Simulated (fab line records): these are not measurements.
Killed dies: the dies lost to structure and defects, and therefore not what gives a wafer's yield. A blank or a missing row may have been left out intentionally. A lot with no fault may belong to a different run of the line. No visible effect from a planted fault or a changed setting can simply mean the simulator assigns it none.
Problem report, 8D (eight disciplines) form, completed by code    flow n5Finfet    the parts of the form that need people (team, actions taken, sign-off) are left out

1. WHAT WENT WRONG
Mean of heaterPowerTotalW at N5_BEOL_M12_PEB_08: 183.4 W across 3 wafers in 3 lots; on wafers with no fault it is 172.5 W (standard deviation 0.78). That is +14 standard deviations from the usual mean.
The step: peb time 90 s.
First seen on wafer L833.1, day 14 19:23, on lithoTrack-04. At this step, 19 wafers from 7 lots have a number in the record. The rule behind "out" and "out of limits": a value lying over 4 standard deviations away from the usual mean. All remaining wafers that have a number are taken as sound.

2. WHAT IT IS, WHAT IT ISN'T
question                     is                      is not
which readings at this step  heaterPowerTotalW       -
which lots                   L833, L834, L835        L817, L822, L826, L840
which wafers of those lots   L833.1, L834.2, L835.1  L833.4, L833.5, L834.5, L835.5
read on which tools          lithoTrack-04           lithoTrack-03, lithoTrack-05
when                         from day 14 19:23       up to then (11 sound wafers); but 5 sound wafers of L834, L835, L840 came after

3. THE SUSPECTS, EACH WITH WHAT RULES IT OUT
Counting: if a tool at a process step up to the reading ran every lot that is out, it stays a suspect. Sound lots after the first of them don't rule it out here, since some wafers of a struck lot are sound.
- lithoTrack-04 at N5_BEOL_M12_PEB_08 (peb time 90 s): kept. It processed each lot that is out (first: L833, day 14 19:23); up to then, its last sound lot is L826 (day 13 00:29). Out on those wafers are its own readings of heaterPowerTotalW.
Remaining after the count: lithoTrack-04 at N5_BEOL_M12_PEB_08.

4. THE CAUSE (what the simulator had put in)
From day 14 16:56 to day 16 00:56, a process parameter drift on lithoTrack-04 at N5_BEOL_M12_PEB_08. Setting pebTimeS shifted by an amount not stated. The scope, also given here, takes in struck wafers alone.
After counting, this tool was the only one left.

5. THE CHAIN OF EFFECTS, in route order
Rows list readings where the struck wafers' mean (over those with a number) sits beyond 3 standard deviations from the usual. Only readings whose record carries a usual standard deviation are examined. hours: median over the lots of the time between each lot's start at the first step of this table that gives one and its start at this step. sigmas: the change, counted in usual standard deviations.
hours  step                reading            usual    on struck wafers  change  sigmas
0      N5_BEOL_M12_PEB_08  heaterPowerTotalW  172.5 W  183.4             +10.9   +14
Its process steps:
- N5_BEOL_M12_PEB_08: peb time 90 s.
Readings that are blank on the struck wafers while sound wafers have them: plateTempC at N5_BEOL_M12_PEB_08.

6. HOW IT WOULD HAVE BEEN CAUGHT EARLIER
The fault began at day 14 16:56; the first out-of-limits reading in this record came at day 14 19:23, 2 hours later.
